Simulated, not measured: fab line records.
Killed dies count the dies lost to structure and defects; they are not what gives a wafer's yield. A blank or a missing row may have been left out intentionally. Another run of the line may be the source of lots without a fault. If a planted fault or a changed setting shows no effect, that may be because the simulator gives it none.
The tool behind it: which one? -- flow n5 finfet -- 36 wafers from 12 lots sampled at 4 of the route's 1938 steps

## WHAT THE GAUGES SHOWED, per wafer
N5_WELL_APT_OVL_MEAS_09. Usual: NWELL_OVL gives -2 nm (standard deviation 5).
lot,measured,on,NWELL_OVL (nm),flag
L109,day 1 13:50,overlay-02,-4 2 -4,
L111,day 2 01:50,overlay-02,-8 -3 -9,
L112,day 2 07:43,overlay-01,-7 -1 -4,
L114,day 2 19:53,overlay-01,2 9 0,
L117,day 3 15:02,overlay-01,-5 2 -2,
L118,day 3 20:04,overlay-01,5 0 3,
L119,day 4 01:35,overlay-02,1 -3 -2,
L120,day 4 08:20,overlay-01,-3 -4 -5,
L124,day 5 07:52,overlay-01,2 -4 -2,
L126,day 5 19:43,overlay-01,3 4 -2,
L127,day 6 01:36,overlay-01,0 -6 5,
L132,day 7 07:43,overlay-02,-9 -15 -4,

N5_WELL_APT_OVL_MEAS_26. Usual: PWELL_OVL gives -2 nm (standard deviation 5.3).
lot,measured,on,PWELL_OVL (nm),flag
L109,day 1 15:34,overlay-01,4 -6 2,
L111,day 2 03:05,overlay-01,3 -6 -6,
L112,day 2 08:58,overlay-02,-6 -5 -5,
L114,day 2 21:07,overlay-01,7 3 7,
L117,day 3 16:19,overlay-01,7 -3 -2,
L118,day 3 21:23,overlay-01,1 1 -1,
L119,day 4 02:43,overlay-02,-3 -5 -1,
L120,day 4 09:37,overlay-02,-1 4 11,
L124,day 5 09:35,overlay-02,-4 -2 -14,
L126,day 5 20:51,overlay-02,-2 -2 1,
L127,day 6 03:00,overlay-02,-1 -2 -7,
L132,day 7 09:05,overlay-01,3 0 -4,

N5_PMOS_HMC_CHANNEL_EPI_THK_MEAS_22. Usual: HMC_CMP_THK gives 53.8 nm (standard deviation 0.95).
lot,measured,on,HMC_CMP_THK (nm),flag
L109,day 1 20:26,film metro-02,53.0 52.3 53.3,
L111,day 2 07:50,film metro-01,52.4 53.3 54.5,
L112,day 2 13:41,film metro-02,52.3 53.2 54.3,
L114,day 3 02:01,film metro-01,54.2 55.0 54.8,
L117,day 3 22:02,film metro-01,53.3 52.2 53.5,
L118,day 4 02:56,film metro-02,53.3 53.3 53.1,
L119,day 4 08:01,film metro-02,52.9 54.1 52.9,
L120,day 4 16:32,film metro-01,54.0 54.1 54.1,
L124,day 5 14:41,film metro-01,53.5 53.5 55.3,
L126,day 6 01:34,film metro-02,42.8 42.5 43.0,OFF
L127,day 6 07:41,film metro-02,44.6 42.8 43.0,OFF
L132,day 7 16:23,film metro-01,53.3 54.1 53.4,

## TOOL THAT RAN EACH LOT (tool first, then ch and the chambers of the sampled wafers, then the start)
lot,N5_PMOS_HMC_CHANNEL_EPI_EPI_20
L109,"epi rpcvd-01 ch 0, day 1 18:47"
L111,"epi rpcvd-04 ch 0, day 2 05:48"
L112,"epi rpcvd-01 ch 0, day 2 12:15"
L114,"epi rpcvd-01 ch 0, day 3 00:23"
L117,"epi rpcvd-04 ch 0, day 3 19:59"
L118,"epi rpcvd-01 ch 0, day 4 01:11"
L119,"epi rpcvd-04 ch 0, day 4 05:59"
L120,"epi rpcvd-03 ch 0, day 4 13:16"
L124,"epi rpcvd-04 ch 0, day 5 13:04"
L126,"epi rpcvd-04 ch 0, day 5 23:56"
L127,"epi rpcvd-04 ch 0, day 6 06:16"
L132,"epi rpcvd-03 ch 0, day 7 12:09"
- N5_PMOS_HMC_CHANNEL_EPI_EPI_20: deposits SiGe30, target thk 59 nm.

## WHAT THE TOOLS THEMSELVES READ (means of the sampled wafers that have a number; where no wafer has one, the mark that the record gives instead)
N5_PMOS_HMC_CHANNEL_EPI_EPI_20. Usual: lamp inner pct 11.4 %, standard deviation 1.3; susceptor temp C 599.99 C, standard deviation 0.27.
lot,tool,lamp inner pct (%),susceptor temp C (C),flag
L109,epi rpcvd-01,11.3,599.93,
L111,epi rpcvd-04,12.8,600.09,
L112,epi rpcvd-01,11.3,599.90,
L114,epi rpcvd-01,11.3,600.39,
L117,epi rpcvd-04,12.7,599.98,
L118,epi rpcvd-01,11.2,599.86,
L119,epi rpcvd-04,12.8,600.05,
L120,epi rpcvd-03,9.8,599.77,
L124,epi rpcvd-04,12.8,599.91,
L126,epi rpcvd-04,12.6,599.98,
L127,epi rpcvd-04,12.7,600.13,
L132,epi rpcvd-03,9.8,599.76,

## THE ANSWER, worked out from the rows above alone
Rule: a lot is off if the mean of its wafers that have a number lies more than 3 standard deviations from the usual mean. Also off: a lot with no number at a reading for which 4 or more lots have one. The other lots that the step has rows for count as sound. First the gauges in route order, then the tools' own readings, where a lot's mean is used as printed above. At the first step where some lot is off, the reading lying furthest off is the one used; lots without a number count as furthest.
Off: L126, L127, seen at N5_PMOS_HMC_CHANNEL_EPI_THK_MEAS_22 (HMC_CMP_THK).
A tool fits if, at a process step before that reading, it ran every lot that is off, and no sound lot after the first of them. The gauges at N5_PMOS_HMC_CHANNEL_EPI_THK_MEAS_22 are tried like those tools. Undecided on this evidence; 2 tools fit (epi rpcvd-04 at N5_PMOS_HMC_CHANNEL_EPI_EPI_20, film metro-02 at N5_PMOS_HMC_CHANNEL_EPI_THK_MEAS_22).

## WHAT THE SIMULATOR HAD INSERTED
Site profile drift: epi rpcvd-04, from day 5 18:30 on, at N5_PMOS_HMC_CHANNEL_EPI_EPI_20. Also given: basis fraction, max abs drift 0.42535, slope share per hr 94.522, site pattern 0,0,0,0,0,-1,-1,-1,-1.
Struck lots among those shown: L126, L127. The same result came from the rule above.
